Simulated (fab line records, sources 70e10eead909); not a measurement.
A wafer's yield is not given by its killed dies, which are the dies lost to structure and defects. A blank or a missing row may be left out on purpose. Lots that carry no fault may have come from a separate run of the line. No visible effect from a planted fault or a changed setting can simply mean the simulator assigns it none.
fab line records + flow nand-harc
[record]
- lots = 15
- wafers = 45
- last-day = 24
route steps=1159 shown P_M0@268
lots untouched by any fault: they come from a run of this same line in which no faults occurred
start-h: start of the lot's first displayed wafer, in hours after the record's first day + wait-h: how many hours have passed since the lot's step before this one + " the same as in the row above + L1.1+2: a row that stands for several wafers + - value missing, or start not given + * or withheld: withheld + < > ~ a bound
route shown NAME@n: NAME is a module with steps in the file, n the number in the route of the first one + usual: the fault-free wafers' mean and standard deviation + same: alike in all rows + chamber/n: place in a boat + sites: per-site readings + _std_site: how widely they spread, as a standard deviation + _edge_site: inner sites' mean taken away from outer sites' mean + radius-mm: how far each site lies from the wafer's centre + mask NAME#n: copy n + behind: the last tool/chamber to shape the wafer + hold: the reason the lot was held/the length of the hold in hours/how it ended + device: names the non-switching transistor (n, p or np) + end of line: tests run on the same wafers once the route is complete + where a step has no rows: the recipe by itself + killed: at the first sort, the dies lost to defects and structure; wafer yield is something else + map: shows each die of a wafer: x if killed, . if not, _ if none is there
set.NAME: the setting the step ran with; set.NAME@STEP: the setting that earlier step ran with + model.NAME: the simulator's own value behind a step, which no gauge read
route steps across a sampled set of lots; one table per step, one row per wafer
services: from which hour (start-h, from the record's first day; less than 0 if before it) a tool's chamber was out of use, for how many hours, and why
[[steps]]
[step NHARC_P_M0_ETCH_15]
[recipe]
- target-depth-a = 1500
- overetch-a = 150
- time-s = 82.5
- c4f8-flow-sccm = withheld
- ar-flow-sccm = 400
- rf-w = 600
- bias-w = 300
- chemistry = C4F8/Ar
[usual]
- oes-product-au = 0.953/0.022
- rf-vpp-V = 440.3/2.8
| lot.wafer | tool        | chamber | start-h | wait-h | oes-product-au | rf-hours-counter-h | rf-vpp-V |
|-----------|-------------|---------|---------|--------|----------------|--------------------|----------|
| L722.2    | rie-diel-07 | 3       | -       | -      | 0.952          | 4                  | 437.7    |
| L722.3    | "           | 2       | "       | "      | 0.948          | 4                  | 439.8    |
| L722.6    | "           | 2       | "       | "      | 0.957          | -                  | 440.6    |
| L721.4    | rie-diel-09 | 1       | -       | -      | 0.963          | 4                  | 443.8    |
| L721.3    | "           | 2       | "       | "      | 0.950          | 3                  | 443.8    |
| L721.5    | "           | 1       | "       | "      | 0.960          | -                  | 442.7    |
| L723.4    | rie-diel-02 | 0       | -       | -      | 0.925          | 10                 | 439.8    |
| L723.2    | "           | 1       | "       | "      | 0.917          | 12                 | 436.0    |
| L723.3    | "           | 2       | "       | "      | 0.927          | 12                 | 441.6    |
| L727.1    | rie-diel-07 | 2       | -       | -      | 0.968          | 6                  | 441.5    |
| L727.3    | "           | 3       | "       | "      | 0.986          | 5                  | 437.3    |
| L727.6    | "           | 1       | "       | "      | 0.947          | -                  | 445.0    |
| L726.2    | rie-diel-09 | 1       | -       | -      | 0.943          | 5                  | 444.0    |
| L726.1    | "           | 2       | "       | "      | 0.970          | 5                  | 444.9    |
| L726.5    | "           | 0       | "       | "      | 0.978          | -                  | 439.1    |
| L728.2    | rie-diel-07 | 0       | -       | -      | 0.930          | 6                  | 438.0    |
| L728.1    | "           | 2       | "       | "      | 0.939          | 6                  | 439.9    |
| L728.4    | "           | 3       | "       | "      | 0.934          | -                  | 438.8    |
| L729.1    | rie-diel-02 | 3       | -       | -      | 0.963          | 0                  | 439.3    |
| L729.4    | "           | 2       | "       | "      | 0.993          | 0                  | 444.4    |
| L729.5    | "           | 3       | "       | "      | 0.964          | -                  | 440.2    |
| L730.3    | rie-diel-07 | 0       | -       | -      | 0.973          | 6                  | 438.5    |
| L730.2    | "           | 1       | "       | "      | 0.938          | 6                  | 444.1    |
| L730.6    | "           | 3       | "       | "      | 0.993          | -                  | 439.2    |
| L731.1    | rie-diel-02 | 1       | -       | -      | 0.975          | 0                  | 437.5    |
| L731.2    | "           | 2       | "       | "      | 0.970          | 1                  | 442.9    |
| L731.5    | "           | 1       | "       | "      | 0.974          | -                  | 437.9    |
| L739.3    | rie-diel-09 | 3       | -       | -      | 0.923          | 11                 | 438.3    |
| L739.2    | "           | 0       | "       | "      | 0.928          | 11                 | 438.7    |
| L739.6    | "           | 1       | "       | "      | 0.917          | -                  | 442.6    |
| L740.2    | rie-diel-09 | 2       | -       | -      | 0.922          | 10                 | 444.2    |
| L740.1    | "           | 3       | "       | "      | 0.932          | 11                 | 438.5    |
| L740.4    | "           | 1       | "       | "      | 0.914          | 10                 | 444.5    |
| L741.1    | rie-diel-02 | 2       | -       | -      | 0.959          | 4                  | 443.6    |
| L741.3    | "           | 0       | "       | "      | 0.949          | 4                  | 438.7    |
| L741.6    | "           | 2       | "       | "      | 0.953          | -                  | 444.5    |
| L742.4    | rie-diel-07 | 0       | -       | -      | 0.975          | 0                  | 438.6    |
| L742.2    | "           | 1       | "       | "      | 0.971          | 0                  | 445.3    |
| L742.6    | "           | 3       | "       | "      | 0.978          | -                  | 437.3    |
| L743.4    | rie-diel-07 | 3       | -       | -      | 0.957          | 1                  | 438.4    |
| L743.2    | "           | 1       | "       | "      | 0.962          | 1                  | 444.3    |
| L743.5    | "           | 3       | "       | "      | 0.967          | -                  | 436.9    |
| L744.4    | rie-diel-07 | 3       | -       | -      | 0.975          | 2                  | 437.1    |
| L744.3    | "           | 0       | "       | "      | 0.974          | 2                  | 438.1    |
| L744.5    | "           | 3       | "       | "      | 0.980          | -                  | 437.6    |
[step NHARC_P_M0_PVD_21]
[recipe]
- target-thk-a = 300
- chamber-pressure-pa = 5
- power-w = 5000
- substrate-temp-c = 30
- time-s = 20.49
- material = Cu
[usual]
- throttle-valve-pct = 30.2/1
| lot.wafer | tool           | chamber | start-h | wait-h | throttle-valve-pct |
|-----------|----------------|---------|---------|--------|--------------------|
| L722.2    | pvd-sputter-02 | -       | -       | -      | 30.1               |
| L722.3    | "              | -       | "       | "      | 30.4               |
| L722.6    | "              | -       | "       | "      | 30.1               |
| L721.3    | pvd-sputter-01 | -       | -       | -      | 31.5               |
| L721.4    | "              | -       | "       | "      | 30.1               |
| L721.5    | "              | -       | "       | "      | 29.5               |
| L723.3    | pvd-sputter-01 | -       | -       | -      | 31.8               |
| L723.4    | "              | -       | "       | "      | 29.9               |
| L723.2    | "              | -       | "       | "      | 31.6               |
| L727.1    | pvd-sputter-03 | -       | -       | -      | 28.2               |
| L727.3    | "              | -       | "       | "      | 31.2               |
| L727.6    | "              | -       | "       | "      | 28.8               |
| L726.2    | pvd-sputter-03 | -       | -       | -      | 28.3               |
| L726.1    | "              | -       | "       | "      | 28.3               |
| L726.5    | "              | -       | "       | "      | 28.3               |
| L728.2    | pvd-sputter-03 | -       | -       | -      | 31.3               |
| L728.4    | "              | -       | "       | "      | 30.8               |
| L728.1    | "              | -       | "       | "      | 28.5               |
| L729.4    | pvd-sputter-03 | -       | -       | -      | 28.5               |
| L729.1    | "              | -       | "       | "      | 28.5               |
| L729.5    | "              | -       | "       | "      | 28.9               |
| L730.2    | pvd-sputter-03 | -       | -       | -      | 28.6               |
| L730.3    | "              | -       | "       | "      | 31.0               |
| L730.6    | "              | -       | "       | "      | 31.1               |
| L731.1    | pvd-sputter-02 | -       | -       | -      | 30.0               |
| L731.2    | "              | -       | "       | "      | 31.1               |
| L731.5    | "              | -       | "       | "      | 29.9               |
| L739.3    | pvd-sputter-03 | -       | -       | -      | 28.3               |
| L739.2    | "              | -       | "       | "      | 31.1               |
| L739.6    | "              | -       | "       | "      | 28.6               |
| L740.2    | pvd-sputter-03 | -       | -       | -      | 31.0               |
| L740.1    | "              | -       | "       | "      | 28.4               |
| L740.4    | "              | -       | "       | "      | 28.5               |
| L741.3    | pvd-sputter-02 | -       | -       | -      | 30.9               |
| L741.1    | "              | -       | "       | "      | 30.7               |
| L741.6    | "              | -       | "       | "      | 30.4               |
| L742.4    | pvd-sputter-02 | -       | -       | -      | 29.5               |
| L742.2    | "              | -       | "       | "      | 30.5               |
| L742.6    | "              | -       | "       | "      | 29.7               |
| L743.2    | pvd-sputter-02 | -       | -       | -      | 31.0               |
| L743.4    | "              | -       | "       | "      | 30.5               |
| L743.5    | "              | -       | "       | "      | 29.6               |
| L744.3    | pvd-sputter-01 | -       | -       | -      | 30.8               |
| L744.4    | "              | -       | "       | "      | 30.1               |
| L744.5    | "              | -       | "       | "      | 30.9               |
[step NHARC_P_M0_ANNEAL_30]
[recipe]
- temp-c = 225
- time-s = 90
[usual]
- wafer_temp_C_max = 225.97/0.24
| lot.wafer | tool          | chamber | start-h | wait-h | wafer_temp_C_max |
|-----------|---------------|---------|---------|--------|------------------|
| L722.2    | rtp-anneal-01 | 0       | 119.04  | 0.5    | 225.72           |
| L722.3    | "             | 0       | "       | "      | 225.76           |
| L722.6    | "             | 0       | "       | "      | 225.75           |
| L721.3    | rtp-anneal-02 | 0       | 119.48  | -      | 226.07           |
| L721.4    | "             | 0       | "       | "      | 225.63           |
| L721.5    | "             | 0       | "       | "      | 225.69           |
| L723.2    | rtp-anneal-02 | 0       | 136.59  | 0.4    | 226.01           |
| L723.3    | "             | 0       | "       | "      | 226.02           |
| L723.4    | "             | 0       | "       | "      | 226.03           |
| L727.1    | rtp-anneal-02 | 0       | 146.24  | 0.3    | 226.12           |
| L727.3    | "             | 0       | "       | "      | 225.72           |
| L727.6    | "             | 0       | "       | "      | 225.94           |
| L726.1    | rtp-anneal-01 | 0       | 147.93  | -      | 225.90           |
| L726.2    | "             | 0       | "       | "      | 225.70           |
| L726.5    | "             | 0       | "       | "      | 225.61           |
| L728.1    | rtp-anneal-02 | 0       | 162.01  | 0.3    | 226.04           |
| L728.2    | "             | 0       | "       | "      | 225.97           |
| L728.4    | "             | 0       | "       | "      | 226.44           |
| L729.1    | rtp-anneal-01 | 0       | 170.12  | -      | 225.99           |
| L729.4    | "             | 0       | "       | "      | 226.11           |
| L729.5    | "             | 0       | "       | "      | 225.97           |
| L730.2    | rtp-anneal-01 | 0       | 170.83  | -      | 226.41           |
| L730.3    | "             | 0       | "       | "      | 225.69           |
| L730.6    | "             | 0       | "       | "      | 226.53           |
| L731.1    | rtp-anneal-02 | 0       | 178.97  | -      | 225.62           |
| L731.2    | "             | 0       | "       | "      | 225.83           |
| L731.5    | "             | 0       | "       | "      | 225.88           |
| L739.2    | rtp-anneal-02 | 0       | 230.35  | -      | 225.82           |
| L739.3    | "             | 0       | "       | "      | 225.58           |
| L739.6    | "             | 0       | "       | "      | 226.04           |
| L740.1    | rtp-anneal-02 | 0       | 237.48  | -      | 225.69           |
| L740.2    | "             | 0       | "       | "      | 226.05           |
| L740.4    | "             | 0       | "       | "      | 225.47           |
| L741.1    | rtp-anneal-02 | 0       | 238.90  | 0.4    | 225.81           |
| L741.3    | "             | 0       | "       | "      | 226.04           |
| L741.6    | "             | 0       | "       | "      | 225.93           |
| L742.2    | rtp-anneal-02 | 0       | 242.33  | -      | 226.18           |
| L742.4    | "             | 0       | "       | "      | 226.07           |
| L742.6    | "             | 0       | "       | "      | 226.16           |
| L743.2    | rtp-anneal-02 | 0       | 251.29  | 0.3    | 226.20           |
| L743.4    | "             | 0       | "       | "      | 226.35           |
| L743.5    | "             | 0       | "       | "      | 225.61           |
| L744.3    | rtp-anneal-02 | 0       | 259.31  | 0.3    | 226.55           |
| L744.4    | "             | 0       | "       | "      | 225.62           |
| L744.5    | "             | 0       | "       | "      | 225.95           |
[step NHARC_P_M0_DEP_32]
[recipe]
- target-thk-a = 300
- temp-c = 370
- target-thk-nm = 30
- pressure-torr = 3
- flow-sccm = 200
- rf-w = 450
- material = SiCN
[usual]
- chamber-pressure-Torr = 3.000/0.0065
- heater-power-outer-w = 334/50
- heater-power-w = 588/76
| lot.wafer | tool     | chamber | start-h | wait-h | chamber-pressure-Torr | heater-power-outer-w | heater-power-w |
|-----------|----------|---------|---------|--------|-----------------------|----------------------|----------------|
| L722.2    | pecvd-04 | 0       | 120.17  | 0.1    | 3.004                 | 328                  | 603            |
| L722.3    | "        | 1       | "       | "      | 3.005                 | 273                  | 498            |
| L722.6    | "        | 2       | "       | "      | 3.010                 | 342                  | 573            |
| L721.3    | pecvd-04 | 2       | 120.46  | 0.1    | 3.005                 | 337                  | 572            |
| L721.4    | "        | 2       | "       | "      | 3.004                 | 345                  | 561            |
| L721.5    | "        | 0       | "       | "      | 2.997                 | 277                  | 524            |
| L723.2    | pecvd-04 | 0       | 137.61  | 0.1    | 2.988                 | 306                  | 578            |
| L723.3    | "        | 2       | "       | "      | 2.999                 | 281                  | 501            |
| L723.4    | "        | 0       | "       | "      | 2.987                 | 308                  | 575            |
| L727.1    | pecvd-02 | 2       | 147.21  | 0.1    | 3.011                 | 329                  | 629            |
| L727.3    | "        | 1       | "       | "      | 3.008                 | 354                  | 614            |
| L727.6    | "        | 2       | "       | "      | 3.020                 | 341                  | 622            |
| L726.2    | pecvd-02 | 2       | 148.94  | 0.1    | 3.001                 | 345                  | 685            |
| L726.1    | "        | 0       | "       | "      | 2.999                 | 379                  | 650            |
| L726.5    | "        | 0       | "       | "      | 3.000                 | 392                  | 651            |
| L728.1    | pecvd-04 | 0       | 162.97  | 0.1    | 2.997                 | 315                  | 582            |
| L728.2    | "        | 1       | "       | "      | 3.004                 | 300                  | 534            |
| L728.4    | "        | 1       | "       | "      | 2.998                 | 299                  | 528            |
| L729.1    | pecvd-03 | 2       | 171.13  | 0.1    | -                     | -                    | -              |
| L729.4    | "        | 1       | "       | "      | -                     | -                    | -              |
| L729.5    | "        | 2       | "       | "      | -                     | -                    | -              |
| L730.2    | pecvd-02 | 0       | 172.01  | 0.1    | -                     | -                    | -              |
| L730.3    | "        | 1       | "       | "      | -                     | -                    | -              |
| L730.6    | "        | 1       | "       | "      | -                     | -                    | -              |
| L731.2    | pecvd-03 | 1       | 179.97  | 0.1    | -                     | -                    | -              |
| L731.1    | "        | 2       | "       | "      | -                     | -                    | -              |
| L731.5    | "        | 0       | "       | "      | -                     | -                    | -              |
| L739.2    | pecvd-04 | 1       | 231.30  | 0.1    | 3.001                 | 304                  | 553            |
| L739.3    | "        | 2       | "       | "      | 3.007                 | 320                  | 575            |
| L739.6    | "        | 0       | "       | "      | 2.994                 | 291                  | 554            |
| L740.1    | pecvd-02 | 0       | 238.53  | 0.1    | 3.013                 | 409                  | 654            |
| L740.2    | "        | 1       | "       | "      | 3.006                 | 339                  | 585            |
| L740.4    | "        | 0       | "       | "      | 3.012                 | 398                  | 676            |
| L741.1    | pecvd-04 | 0       | 240.23  | 0.1    | 3.002                 | 314                  | 559            |
| L741.3    | "        | 2       | "       | "      | 3.000                 | 305                  | 529            |
| L741.6    | "        | 1       | "       | "      | 2.990                 | 310                  | 567            |
| L742.2    | pecvd-02 | 1       | 243.47  | 0.1    | 3.004                 | 367                  | 641            |
| L742.4    | "        | 2       | "       | "      | 3.003                 | 371                  | 692            |
| L742.6    | "        | 0       | "       | "      | 3.008                 | 469                  | 793            |
| L743.2    | pecvd-04 | 0       | 252.32  | 0.1    | 2.988                 | 325                  | 574            |
| L743.4    | "        | 2       | "       | "      | 2.995                 | 268                  | 489            |
| L743.5    | "        | 0       | "       | "      | 2.985                 | 335                  | 582            |
| L744.4    | pecvd-04 | 2       | 260.37  | 0.2    | 3.009                 | 334                  | 575            |
| L744.3    | "        | 0       | "       | "      | 2.995                 | 307                  | 558            |
| L744.5    | "        | 2       | "       | "      | 3.007                 | 342                  | 583            |
[[services]]
| tool           | chamber | start-h | hours | kind       |
|----------------|---------|---------|-------|------------|
| rie-diel-02    | 3       | 101.31  | 7.3   | repair     |
| pvd-sputter-03 | -       | 102.00  | 10.0  | pm         |
| pecvd-03       | -       | 111.09  | 13.0  | pm         |
| rie-diel-07    | 0       | 114.08  | 3.7   | repair     |
| pvd-sputter-03 | -       | 144.05  | 0.7   | repair     |
| rie-diel-02    | -       | 150.71  | 9.0   | pm         |
| pecvd-02       | -       | 153.23  | 13.0  | pm         |
| rie-diel-07    | 1       | 157.23  | 8.4   | repair     |
| pvd-sputter-01 | -       | 158.00  | 10.0  | pm         |
| pecvd-03       | -       | 175.72  | 0.6   | repair     |
| rie-diel-09    | 2       | 185.09  | 3.5   | repair     |
| rie-diel-02    | 0       | 185.67  | 2.8   | repair     |
| pecvd-04       | -       | 195.33  | 13.0  | pm         |
| pecvd-04       | 0       | 195.33  | 13.0  | vent-cycle |
| pecvd-04       | 1       | 195.33  | 13.0  | vent-cycle |
| pecvd-04       | 2       | 195.33  | 13.0  | vent-cycle |
| rie-diel-09    | 1       | 206.67  | 8.8   | repair     |
| pecvd-03       | -       | 208.95  | 9.3   | repair     |
| pvd-sputter-02 | -       | 214.12  | 10.0  | pm         |
| rie-diel-02    | 1       | 221.90  | 10.4  | repair     |
| rie-diel-07    | -       | 228.20  | 9.0   | pm         |
| rie-diel-09    | 0       | 249.41  | 38.3  | repair     |
| pecvd-04       | 1       | 250.71  | 32.5  | repair     |
| rie-diel-09    | -       | 254.10  | 9.0   | pm         |
[[key]]
[first-sign]
- step = NHARC_P_M0_DEP_32
- reading = tool-record
- direction = missing
effect none on later readings
met-at NHARC_P_M0_DEP_32
struck-lots L729,L730,L731
sort-left-out L729.1,L729.4,L729.5,L730.2,L730.3,L730.6,L731.1,L731.2,L731.5
not-acting-at NHARC_P_M0_ETCH_15,NHARC_P_M0_PVD_21,NHARC_P_M0_ANNEAL_30
onset-between 148.94 171.13
[fault]
- kind = skipped-step-whole
- tool = pecvd-02,pecvd-03
- chamber = -
- onset-h = 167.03
- steps = NHARC_P_M0_DEP_32
- scope = struck-lots-only
// sort-left-out: the simulated sort isn't trusted on such a fault, so these wafers' sort isn't shown, and their yield isn't known
